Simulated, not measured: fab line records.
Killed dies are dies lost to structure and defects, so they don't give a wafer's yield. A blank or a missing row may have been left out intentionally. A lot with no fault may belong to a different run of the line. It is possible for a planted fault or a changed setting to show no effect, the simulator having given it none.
fab line records    flow nand-harc
record: lots: 7  wafers: 21  last-day: 25
route steps=1159 shown A_SGD_CUT@758 END@1159
lots that met no fault: taken from a fault-free run of the same line
start-h: hours from the record's first day to the start of the lot's first wafer shown    wait-h: hours from the lot's prior step to this one    " repeats the value in the row above    L1.1+2: a single row standing in for several wafers    - no value, or no start given    * or withheld: withheld    < > ~ a bound
route shown NAME@n: NAME is a module with steps in the file, n the number in the route of the first one    usual: mean/standard deviation taken from wafers without a fault    same: alike in all rows    chamber/n: place in a boat    sites: each site's reading    _std_site: how widely they spread, as a standard deviation    _edge_site: the outer-site mean with the inner-site mean subtracted    radius-mm: for every site, how far away it sits from the centre of the wafer    mask NAME#n: copy n    behind: the tool/chamber that last shaped the wafer    hold: what put the lot on hold/how long, in hours/how the hold closed    device: whichever transistor did not switch (one of n, p or np)    end of line: the route-end tests of the same wafers    a step with no rows: only its recipe    killed: dies lost to structure and defects at the first sort, not the wafer's yield    map: per-die view of a wafer (x killed, . not killed, _ where there is no die)
set.NAME: the setting the step ran with; set.NAME@STEP: the setting that earlier step ran with    model.NAME: the simulator's own value behind a step, which no gauge read
lots at some steps of the route; a table a step, a row a wafer
services: the hour from which a tool's chamber was out of use, counted from the record's first day as start-h (under 0 if before that day), plus the number of hours and why
== steps ==
step: NHARC_A_SGD_CUT_CD_MEAS_09
recipe: target-cd-nm: 100  landing-energy-ev: 500
usual: cd-nm: 100.0/0.57
lot.wafer  tool       chamber  start-h  wait-h  cd-nm
L341.2     cd-sem-01  0        349.77   -       100.2
L341.4     "          0        "        "       100.1
L341.6     "          0        "        "       100.2
L343.3     cd-sem-01  0        354.22   -       100.4
L343.4     "          0        "        "       101.4
L343.5     "          0        "        "       101.1
L348.1     cd-sem-01  0        404.93   -       100.5
L348.3     "          0        "        "       100.0
L348.5     "          0        "        "       101.0
L349.1     cd-sem-01  0        405.08   -       101.4
L349.2     "          0        "        "       100.8
L349.6     "          0        "        "       100.4
L352.2     cd-sem-03  0        413.25   -       99.9
L352.4     "          0        "        "       100.5
L352.5     "          0        "        "       99.7
L353.1     cd-sem-01  0        425.53   -       100.7
L353.5     "          0        "        "       99.6
L353.6     "          0        "        "       100.0
L357.1     cd-sem-02  0        448.21   -       99.4
L357.2     "          0        "        "       99.8
L357.5     "          0        "        "       100.0
step: NHARC_A_SGD_CUT_OVL_MEAS_10
usual: overlay-x-nm: 0.0/0.86  overlay-y-nm: 0.1/0.78
lot.wafer  tool        chamber  start-h  wait-h  overlay-x-nm  overlay-y-nm
L341.2     overlay-02  -        349.85   -       -1.6          0.9
L341.4     "           -        "        "       -0.8          0.5
L341.6     "           -        "        "       -1.1          0.0
L343.3     overlay-01  -        354.30   -       0.2           0.9
L343.4     "           -        "        "       -0.2          0.8
L343.5     "           -        "        "       0.5           0.7
L348.1     overlay-01  -        405.03   -       2.2           0.3
L348.3     "           -        "        "       2.2           0.5
L348.5     "           -        "        "       2.5           0.2
L349.1     overlay-02  -        405.17   -       -1.5          -1.3
L349.2     "           -        "        "       -0.8          -0.6
L349.6     "           -        "        "       -1.0          -1.1
L352.2     overlay-01  -        413.34   -       0.4           -0.6
L352.4     "           -        "        "       0.1           -1.2
L352.5     "           -        "        "       0.4           -1.3
L353.1     overlay-02  -        425.61   -       0.9           -0.1
L353.5     "           -        "        "       0.7           0.2
L353.6     "           -        "        "       0.4           -0.8
L357.1     overlay-02  -        448.31   -       -1.1          0.8
L357.2     "           -        "        "       -0.7          0.6
L357.5     "           -        "        "       -0.8          0.1
step: NHARC_A_SGD_CUT_INSPECT_11
usual: raw-defect-count: 18/10
lot.wafer  tool               chamber  start-h  wait-h  raw-defect-count
L341.2     defect-inspect-02  -        349.89   0.0     7
L341.4     "                  -        "        "       2
L341.6     "                  -        "        "       7
L343.3     defect-inspect-01  -        354.34   0.0     16
L343.4     "                  -        "        "       4
L343.5     "                  -        "        "       15
L348.1     defect-inspect-01  -        405.06   0.0     22
L348.3     "                  -        "        "       36
L348.5     "                  -        "        "       41
L349.1     defect-inspect-02  -        405.20   0.0     17
L349.2     "                  -        "        "       23
L349.6     "                  -        "        "       32
L352.2     defect-inspect-02  -        413.38   0.0     22
L352.4     "                  -        "        "       29
L352.5     "                  -        "        "       25
L353.1     defect-inspect-02  -        425.65   0.0     32
L353.5     "                  -        "        "       27
L353.6     "                  -        "        "       39
L357.1     defect-inspect-02  -        448.34   0.0     9
L357.2     "                  -        "        "       13
L357.5     "                  -        "        "       9
step: NHARC_A_SGD_CUT_DESCUM_14
recipe: time-s: 3  o2-flow-sccm: 200  ar-flow-sccm: 0  bias-power-w: 0  chemistry: O2
usual: drypump-motor-current-A: 5.7/0.4  oes-product-au: 1.004/0.0091  rf-vpp-V: 57.8/0.9  showerhead-plenum-p-Torr: 1.93/0.09  throttle-valve-pct: 11.311/0.0092
lot.wafer  tool         chamber  start-h  wait-h  drypump-motor-current-A  oes-product-au  rf-hours-counter-h  rf-vpp-V  showerhead-plenum-p-Torr  throttle-valve-pct
L341.2     rie-diel-04  0        349.95   0.1     5.7                      1.001           4                   58.0      2.05                      11.309
L341.4     "            2        "        "       5.8                      0.987           4                   59.0      2.06                      11.317
L341.6     "            1        "        "       5.2                      1.006           -                   59.5      2.03                      11.317
L343.3     rie-diel-01  2        354.41   0.1     5.1                      1.017           2                   57.8      1.95                      11.309
L343.5     "            1        "        "       5.6                      1.001           -                   58.4      1.94                      11.309
L343.4     "            2        "        "       5.1                      1.014           -                   58.3      1.95                      11.301
L348.1     rie-diel-02  0        405.13   0.1     5.5                      1.000           7                   58.1      1.94                      11.315
L348.3     "            1        "        "       6.0                      1.009           5                   58.2      1.80                      11.309
L348.5     "            1        "        "       6.0                      1.003           -                   56.9      1.80                      11.298
L349.2     rie-diel-01  0        405.27   0.1     6.4                      1.013           3                   58.2      1.93                      11.314
L349.1     "            1        "        "       5.6                      0.996           3                   56.8      1.94                      11.308
L349.6     "            3        "        "       5.6                      1.001           -                   57.5      1.80                      11.322
L352.4     rie-diel-01  3        413.44   0.1     5.6                      1.012           4                   55.7      1.81                      11.306
L352.2     "            1        "        "       5.6                      0.999           4                   57.3      1.94                      11.307
L352.5     "            3        "        "       5.6                      1.010           -                   58.9      1.81                      11.294
L353.1     rie-diel-02  2        425.71   0.1     5.4                      0.986           8                   58.6      1.88                      11.303
L353.6     "            2        "        "       5.3                      0.999           -                   57.6      1.88                      11.328
L353.5     "            3        "        "       6.2                      1.000           -                   56.9      1.77                      11.306
L357.1     rie-diel-02  2        448.40   0.1     5.4                      1.002           11                  58.2      1.87                      11.308
L357.2     "            1        "        "       6.1                      1.008           11                  56.9      1.79                      11.298
L357.5     "            2        "        "       5.4                      1.010           -                   56.6      1.88                      11.315
step: NHARC_A_SGD_CUT_ETCH_58
recipe: target-depth-a: 390  over-etch-frac: 0.3  time-s: 65  ion-energy-ev: 80  cf4-flow-sccm: 150  ar-flow-sccm: 0  rf-w: 300  bias-w: 100  chemistry: CF4
step: NHARC_A_SGD_CUT_ETCH_59
recipe: target-depth-a: 2600  over-etch-frac: 0.25  time-s: 406.25  ion-energy-ev: 200  n2-flow-sccm: 150  h2-flow-sccm: 150  ar-flow-sccm: 0  rf-w: 400  bias-w: 150  chemistry: N2/H2
usual: bias-w: 150.0/0.45  drypump-motor-current-A: 5.7/0.4  oes-product-au: 1.005/0.0091  rf-vpp-V: 431.0/2.8  showerhead-plenum-p-Torr: 2.06/0.098  throttle-valve-pct: 14.172/0.0098
lot.wafer  tool         chamber  start-h  wait-h  bias-w  drypump-motor-current-A  oes-product-au  rf-hours-counter-h  rf-vpp-V  showerhead-plenum-p-Torr  throttle-valve-pct
L341.4     rie-diel-04  1        -        -       150.5   5.2                      1.006           4                   433.5     2.17                      14.159
L341.2     "            3        "        "       150.0   6.2                      1.014           4                   429.9     2.01                      14.188
L341.6     "            1        "        "       150.1   5.2                      1.002           -                   434.4     2.17                      14.168
L343.3     rie-diel-01  2        -        -       150.9   5.0                      1.012           2                   431.3     2.08                      14.161
L343.5     "            1        "        "       150.4   5.6                      1.002           -                   431.6     2.07                      14.164
L343.4     "            3        "        "       149.2   5.6                      1.005           -                   426.9     1.92                      14.170
L348.3     rie-diel-02  0        -        -       149.3   5.5                      0.993           7                   431.0     2.06                      14.178
L348.1     "            2        "        "       149.9   5.3                      0.999           6                   429.0     2.00                      14.189
L348.5     "            0        "        "       149.9   5.5                      1.000           -                   432.1     2.06                      14.169
L349.2     rie-diel-01  2        -        -       150.6   5.0                      1.025           4                   432.3     2.08                      14.160
L349.1     "            1        "        "       150.3   5.6                      0.999           3                   432.5     2.07                      14.161
L349.6     "            2        "        "       150.0   5.1                      1.024           -                   432.0     2.08                      14.173
L352.4     rie-diel-01  1        -        -       150.2   5.6                      0.993           4                   432.9     2.07                      14.173
L352.2     "            2        "        "       150.0   5.1                      1.006           5                   431.5     2.08                      14.170
L352.5     "            1        "        "       150.1   5.6                      1.005           -                   430.8     2.07                      14.173
L353.1     rie-diel-02  1        -        -       150.5   6.1                      0.997           8                   427.6     1.91                      14.169
L353.5     "            1        "        "       150.2   6.1                      1.002           -                   427.7     1.91                      14.174
L353.6     "            2        "        "       149.4   5.4                      0.989           -                   429.5     2.00                      14.178
L357.1     rie-diel-02  0        -        -       149.6   5.5                      0.999           13                  430.6     2.06                      14.162
L357.2     "            2        "        "       149.5   5.4                      1.009           11                  428.9     2.00                      14.178
L357.5     "            3        "        "       149.3   6.1                      1.008           -                   424.7     1.89                      14.165
step: NHARC_A_SGD_CUT_ETCH_15
recipe: target-depth-a: 750  time-s: 64.3  ch3f-flow-sccm: 50  o2-flow-sccm: 30  ar-flow-sccm: 200  rf-w: 500  bias-w: 100  chemistry: CH3F/O2
usual: bias-w: 99.99/0.3  drypump-motor-current-A: 5.7/0.4  oes-product-au: 0.967/0.016  rf-vpp-V: 264.2/2  showerhead-plenum-p-Torr: 2.48/0.11  throttle-valve-pct: 20.662/0.0081
lot.wafer  tool         chamber  start-h  wait-h  bias-w  drypump-motor-current-A  oes-product-au  rf-hours-counter-h  rf-vpp-V  showerhead-plenum-p-Torr  throttle-valve-pct
L341.4     rie-diel-04  0        -        -       99.90   5.7                      0.936           5                   266.5     2.62                      20.662
L341.2     "            2        "        "       99.87   5.8                      0.931           4                   266.5     2.64                      20.670
L341.6     "            3        "        "       100.07  6.2                      0.961           -                   263.2     2.42                      20.654
L343.3     rie-diel-01  1        -        -       100.56  5.6                      0.963           2                   265.1     2.49                      20.656
L343.4     "            2        "        "       99.80   5.1                      0.975           2                   264.4     2.50                      20.654
L343.5     "            1        "        "       100.41  5.6                      0.958           -                   264.5     2.49                      20.654
L348.1     rie-diel-02  2        -        -       100.04  5.4                      0.980           6                   263.3     2.41                      20.667
L348.3     "            3        "        "       100.00  6.2                      0.992           6                   260.1     2.29                      20.663
L348.5     "            1        "        "       100.02  6.0                      0.968           -                   259.8     2.31                      20.654
L349.1     rie-diel-01  1        -        -       100.01  5.6                      0.965           3                   264.8     2.49                      20.654
L349.2     "            2        "        "       99.47   5.1                      0.980           4                   264.1     2.50                      20.666
L349.6     "            1        "        "       99.80   5.6                      0.970           -                   263.7     2.49                      20.657
L352.2     rie-diel-01  0        -        -       100.14  6.3                      0.975           4                   264.3     2.47                      20.651
L352.4     "            3        "        "       100.44  5.5                      0.968           5                   260.5     2.32                      20.659
L352.5     "            0        "        "       99.91   6.3                      0.967           -                   265.4     2.47                      20.650
L353.1     rie-diel-02  1        -        -       99.79   6.1                      0.976           8                   260.9     2.31                      20.657
L353.5     "            1        "        "       100.25  6.1                      0.975           -                   262.0     2.31                      20.662
L353.6     "            2        "        "       99.61   5.4                      0.954           -                   264.1     2.41                      20.662
L357.1     rie-diel-02  2        -        -       100.06  5.3                      0.958           11                  263.4     2.41                      20.648
L357.2     "            0        "        "       100.12  5.5                      0.982           13                  265.6     2.48                      20.661
L357.5     "            3        "        "       100.01  6.2                      0.977           -                   260.9     2.28                      20.656
step: NHARC_A_SGD_CUT_ETCH_16
recipe: target-depth-a: 3105  time-s: 155.2  c4f8-flow-sccm: withheld  o2-flow-sccm: 8  ar-flow-sccm: withheld  rf-w: 600  bias-w: 800  chemistry: C4F8/O2/Ar
usual: bias-w: 800.0/2.4  oes-product-au: 0.978/0.014  rf-vpp-V: 724/4.6
lot.wafer  tool         chamber  start-h  wait-h  bias-w  oes-product-au  rf-hours-counter-h  rf-vpp-V
L341.4     rie-diel-04  2        -        -       798.6   0.943           4                   730
L341.2     "            3        "        "       803.7   0.976           4                   721
L341.6     "            3        "        "       801.4   0.972           -                   722
L343.3     rie-diel-01  2        -        -       799.2   0.978           2                   725
L343.4     "            3        "        "       802.9   0.976           2                   718
L343.5     "            1        "        "       797.8   0.987           -                   725
L348.1     rie-diel-02  3        -        -       798.5   0.991           6                   716
L348.3     "            0        "        "       797.9   0.975           7                   724
L348.5     "            2        "        "       799.0   0.984           -                   722
L349.2     rie-diel-01  2        -        -       797.2   0.997           4                   725
L349.1     "            1        "        "       798.2   0.980           3                   725
L349.6     "            2        "        "       804.2   0.997           -                   726
L352.4     rie-diel-01  1        -        -       800.8   0.982           4                   723
L352.2     "            3        "        "       801.0   0.978           5                   717
L352.5     "            2        "        "       801.1   0.985           -                   726
L353.1     rie-diel-02  0        -        -       801.9   0.979           10                  724
L353.5     "            0        "        "       800.4   0.963           -                   724
L353.6     "            1        "        "       797.9   0.988           -                   718
L357.1     rie-diel-02  2        -        -       799.3   0.977           11                  722
L357.2     "            3        "        "       799.8   0.998           12                  716
L357.5     "            3        "        "       801.4   0.990           -                   716
step: NHARC_A_SGD_CUT_STRIP_60
recipe: c4f8-flow-sccm: withheld  o2-flow-sccm: 8  ar-flow-sccm: withheld  bias-w: 0  chemistry: C4F8/O2/Ar
step: NHARC_A_SGD_CUT_STRIP_17
recipe: o2-flow-sccm: 500  ar-flow-sccm: 0  bias-w: 0  chemistry: O2
usual: drypump-motor-current-A: 5.7/0.4  oes-product-au: 1.004/0.009  rf-vpp-V: 58.0/0.87  showerhead-plenum-p-Torr: 3.56/0.15  throttle-valve-pct: 17.037/0.0091
same: bias-w: 0
lot.wafer  tool         chamber  start-h  wait-h  drypump-motor-current-A  oes-product-au  rf-hours-counter-h  rf-vpp-V  showerhead-plenum-p-Torr  throttle-valve-pct
L341.4     rie-diel-04  2        -        -       5.8                      0.996           4                   59.4      3.78                      17.041
L341.2     "            1        "        "       5.2                      0.988           4                   58.2      3.73                      17.043
L341.6     "            3        "        "       6.2                      1.013           -                   57.6      3.48                      17.039
L343.3     rie-diel-01  3        -        -       5.6                      1.010           2                   56.9      3.34                      17.028
L343.4     "            2        "        "       5.1                      1.016           2                   59.1      3.59                      17.035
L343.5     "            0        "        "       6.4                      1.015           -                   57.8      3.55                      17.033
L348.3     rie-diel-02  1        -        -       6.1                      1.003           6                   57.7      3.33                      17.036
L348.1     "            2        "        "       5.4                      1.007           6                   57.5      3.47                      17.044
L348.5     "            0        "        "       5.5                      0.999           -                   56.6      3.57                      17.039
L349.1     rie-diel-01  3        -        -       5.6                      1.011           4                   57.7      3.34                      17.042
L349.2     "            0        "        "       6.3                      1.013           3                   58.8      3.55                      17.045
L349.6     "            3        "        "       5.6                      1.005           -                   58.1      3.34                      17.013
L352.2     rie-diel-01  3        -        -       5.6                      0.996           5                   58.2      3.34                      17.050
L352.4     "            2        "        "       5.1                      1.011           5                   56.3      3.58                      17.043
L352.5     "            0        "        "       6.4                      1.017           -                   57.6      3.55                      17.035
L353.1     rie-diel-02  3        -        -       6.1                      1.005           9                   58.2      3.29                      17.036
L353.6     "            3        "        "       6.2                      1.009           -                   58.5      3.29                      17.036
L353.5     "            0        "        "       5.5                      0.986           -                   57.4      3.56                      17.031
L357.1     rie-diel-02  2        -        -       5.4                      1.000           11                  57.4      3.46                      17.040
L357.2     "            3        "        "       6.2                      1.014           12                  57.2      3.29                      17.026
L357.5     "            0        "        "       5.5                      0.997           -                   55.9      3.56                      17.041
step: NHARC_A_SGD_CUT_PRECLEAN_18
recipe: time-s: *  temp-c: 50  bath-age-min: 0  chemistry: SC1
step: NHARC_A_SGD_CUT_SRD_19
step: NHARC_A_SGD_CUT_DEP_20
recipe: target-thk-a: 1500  temp-c: 65  material: SiO2
lot.wafer   tool     chamber  start-h  wait-h
L341.2+4+6  fcvd-01  0,1,0    351.07   -
L343.4+3+5  fcvd-02  0,1,1    355.65   -
L348.1+3+5  fcvd-01  1,1,0    406.27   -
L349.1+2+6  fcvd-02  1,0,1    406.38   -
L352.2+4+5  fcvd-01  1,0,1    414.56   -
L353.1+5+6  fcvd-01  1,1,0    426.83   -
L357.1+2+5  fcvd-02  0,1,1    449.53   -
step: NHARC_A_SGD_CUT_ANNEAL_27
recipe: temp-c: 450  time-s: 1800
step: NHARC_A_SGD_CUT_CMP_21
recipe: target-thk-nm: 148.19
usual: motor-current-A: 11.9/1.4  pad-life-wafers: 235/150  slurry-flow-ml-min: 150.0/0.49  time-to-endpoint-s: 50/4
lot.wafer  tool    chamber  start-h  wait-h  motor-current-A  pad-life-wafers  slurry-flow-ml-min  time-to-endpoint-s
L341.4     cmp-02  2        355.80   0.4     11.6             60               149.7               47
L341.2     "       0        "        "       13.8             62               149.5               43
L341.6     "       3        "        "       9.4              -                149.7               43
L343.3     cmp-02  3        360.91   0.4     9.3              86               149.2               46
L343.4     "       0        "        "       14.0             87               150.0               44
L343.5     "       2        "        "       12.5             -                149.3               44
L348.1     cmp-03  1        416.68   0.4     10.7             258              150.4               35
L348.3     "       0        "        "       9.6              261              150.7               55
L348.5     "       2        "        "       11.5             -                150.8               52
L349.1     cmp-02  2        416.83   0.5     11.7             324              149.6               46
L349.2     "       0        "        "       14.4             326              149.7               45
L349.6     "       2        "        "       12.0             -                150.6               46
L352.2     cmp-03  2        416.88   0.6     11.1             266              149.3               38
L352.4     "       3        "        "       11.4             267              150.1               35
L352.5     "       0        "        "       10.1             -                150.1               56
L353.1     cmp-02  2        432.43   0.4     12.4             458              149.8               30
L353.6     "       0        "        "       13.8             -                150.3               43
L353.5     "       1        "        "       13.0             -                149.2               49
L357.1     cmp-03  1        454.78   0.4     10.2             534              150.4               52
L357.2     "       3        "        "       10.8             536              149.5               51
L357.5     "       1        "        "       10.9             -                150.2               52
step: NHARC_A_SGD_CUT_THK_MEAS_22
recipe: thk-meas-gauge: ellipsometry
usual: thk-nm: 148.2/1.5
lot.wafer  tool           chamber  start-h  wait-h  hold                      thk-nm
L341.2     film-metro-01  -        356.06   0.2     -                         145.7
L341.4     "              -        "        "       -                         148.7
L341.6     "              -        "        "       -                         147.1
L343.3     film-metro-02  -        361.12   0.2     -                         150.8
L343.4     "              -        "        "       -                         146.7
L343.5     "              -        "        "       -                         149.4
L348.1     film-metro-02  -        416.94   0.2     await-dispo/0.2h/release  105.2
L348.3     "              -        "        "       await-dispo/0.2h/release  149.0
L348.5     "              -        "        "       await-dispo/0.2h/release  151.3
L348.1     film-metro-02  -        417.11   0.2     -                         105.7
L348.3     "              -        "        "       -                         148.9
L348.5     "              -        "        "       -                         148.2
L349.1     film-metro-01  -        417.08   0.2     -                         145.5
L349.2     "              -        "        "       -                         145.1
L349.6     "              -        "        "       -                         143.1
L352.2     film-metro-02  -        417.09   0.2     await-dispo/0.2h/release  103.8
L352.4     "              -        "        "       await-dispo/0.2h/release  102.8
L352.5     "              -        "        "       await-dispo/0.2h/release  148.6
L352.2     film-metro-02  -        417.26   0.2     -                         102.6
L352.4     "              -        "        "       -                         102.9
L352.5     "              -        "        "       -                         149.7
L353.1     film-metro-01  -        432.64   0.2     await-dispo/0.2h/release  102.4
L353.5     "              -        "        "       await-dispo/0.2h/release  148.0
L353.6     "              -        "        "       await-dispo/0.2h/release  147.7
L353.1     film-metro-01  -        432.81   0.2     -                         105.0
L353.5     "              -        "        "       -                         149.8
L353.6     "              -        "        "       -                         148.4
L357.1     film-metro-01  -        455.04   0.2     -                         148.8
L357.2     "              -        "        "       -                         149.4
L357.5     "              -        "        "       -                         146.1
step: NHARC_END_SORT_01
recipe: temp-c: 25
usual: killed-at-array: 27/12  killed-at-other: 0.5/0.9  killed-at-periphery: 3.7/2.7  killed-dies: 31/12  killed-open: 3.3/2  killed-short: 2.0/1.4
same: gross-dies: 677
lot.wafer  tool       chamber  start-h  wait-h  killed-at-array  killed-at-other  killed-at-periphery  killed-dies  killed-open  killed-short
L352.2     prober-01  0        563.81   2.8     23               1                2                    26           3            1
L352.4     prober-01  0        565.43   3.4     28               1                3                    32           3            4
L352.5     prober-01  0        566.24   3.7     30               1                3                    34           4            2
L357.1     prober-01  0        594.17   2.5     36               3                2                    41           6            1
L357.2     prober-01  0        594.96   2.8     21               1                1                    23           2            1
L357.5     prober-01  0        597.32   3.7     27               2                2                    31           5            2
killed by level:class
L352.2 A_CHANNEL_HOLE_D1:chamber-film-flake=17 A_CONTACT:geometric-particle:open=2 P_M1:geometric-particle:open=1 A_STAIRCASE:geometric-particle:short=1 P_ZERO_WELL:chamber-film-flake=1 A_ZERO_WELL:chamber-film-flake=1 A_CHANNEL_FILL_D1:chamber-film-flake=1 A_CONTACT:chamber-film-flake=1
L352.4 A_CHANNEL_HOLE_D1:chamber-film-flake=18 A_STAIRCASE:chamber-film-flake=2 A_CHANNEL_HOLE_D1:geometric-particle:short=1 A_CHANNEL_FILL_D1:geometric-particle:short=1 A_CONTACT:geometric-particle:open=1 A_M0:geometric-particle:open=1 A_M0:geometric-particle:short=1 A_M1:geometric-particle:short=1
L352.5 A_CHANNEL_HOLE_D1:chamber-film-flake=18 A_CONTACT:chamber-film-flake=3 P_M0:geometric-particle:open=2 A_ONON_D1:geometric-particle:short=1 A_SGD_CUT:geometric-particle:short=1 A_WL_FILL:geometric-particle:open=1 A_CONTACT:geometric-particle:open=1 P_ZERO_WELL:chamber-film-flake=1
L357.1 A_SLIT:chamber-film-flake=21 A_CHANNEL_HOLE_D1:chamber-film-flake=4 A_CONTACT:geometric-particle:open=3 A_CONTACT:chamber-film-flake=3 THIN_TSV:chamber-film-flake=3 A_M0:chamber-film-flake=2 P_CONTACT:geometric-particle:open=1 P_M0:geometric-particle:open=1
L357.2 A_SLIT:chamber-film-flake=10 A_CHANNEL_HOLE_D1:chamber-film-flake=8 A_STAIRCASE:chamber-film-flake=2 P_M1:geometric-particle:short=1 A_CONTACT:geometric-particle:open=1 STARTING-WAFER:geometric-particle:open=1
L357.5 A_SLIT:chamber-film-flake=16 A_CHANNEL_HOLE_D1:chamber-film-flake=4 A_CONTACT:geometric-particle:open=3 A_WL_FILL:geometric-particle:short=2 A_ZERO_WELL:chamber-film-flake=2 THIN_TSV:chamber-film-flake=2 P_GATE:geometric-particle:open=1 P_CONTACT:geometric-particle:open=1
== services ==
tool         chamber  start-h  hours  kind
rie-diel-02  -        328.34   9.0    pm
rie-diel-02  0        328.34   10.1   vent-cycle
rie-diel-02  1        328.34   9.0    vent-cycle
rie-diel-02  2        328.34   9.0    vent-cycle
rie-diel-02  3        328.34   9.0    vent-cycle
rie-diel-02  1        337.34   -      clean
rie-diel-02  2        337.34   -      clean
cmp-02       -        338.04   4.0    pm
cmp-03       -        346.96   0.8    repair
rie-diel-01  0        351.34   3.3    repair
cmp-02       -        353.03   0.3    repair
rie-diel-02  1        359.73   7.4    repair
cmp-03       -        359.93   4.0    pm
rie-diel-01  1        367.25   9.1    repair
rie-diel-01  0        371.65   7.3    repair
fcvd-02      -        376.00   13.0   pm
fcvd-01      -        388.28   1.3    repair
fcvd-01      -        391.56   0.3    repair
rie-diel-04  2        417.78   2.6    repair
rie-diel-04  2        428.72   7.5    repair
rie-diel-02  3        431.82   3.5    repair
cmp-02       -        434.82   8.3    repair
rie-diel-01  3        435.57   9.0    repair
cmp-02       -        443.14   4.0    pm
== key ==
first-sign: step: NHARC_A_SGD_CUT_CMP_21  reading: time-to-endpoint-s  direction: down  sigmas: 4  usual: *  struck: *
effect: step: NHARC_A_SGD_CUT_THK_MEAS_22  reading: visit  direction: added
effect: step: NHARC_A_SGD_CUT_THK_MEAS_22  reading: thk-nm  direction: down  sigmas: 30  usual: 148.2  struck: 103.6
met-at NHARC_A_SGD_CUT_DEP_20
struck-wafers L348.1,L352.2,L352.4,L353.1
tester-left-out L348,L352,L353
onset-between 351.07 406.27
fault: kind: process-parameter-drift  tool: fcvd-01  chamber: -  onset-h: 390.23  steps: NHARC_A_SGD_CUT_DEP_20  channel: target-thk-a  offset: *  shape: step  end-h: 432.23  scope: struck-wafers-only  stated: *
tester-left-out: of these lots the tester's yield and bins aren't shown, on N5 and GAA mostly nor the transistor test; their killed dies are dies lost to structure and defects alone, not to doping, threshold or leakage, so they don't give the yield
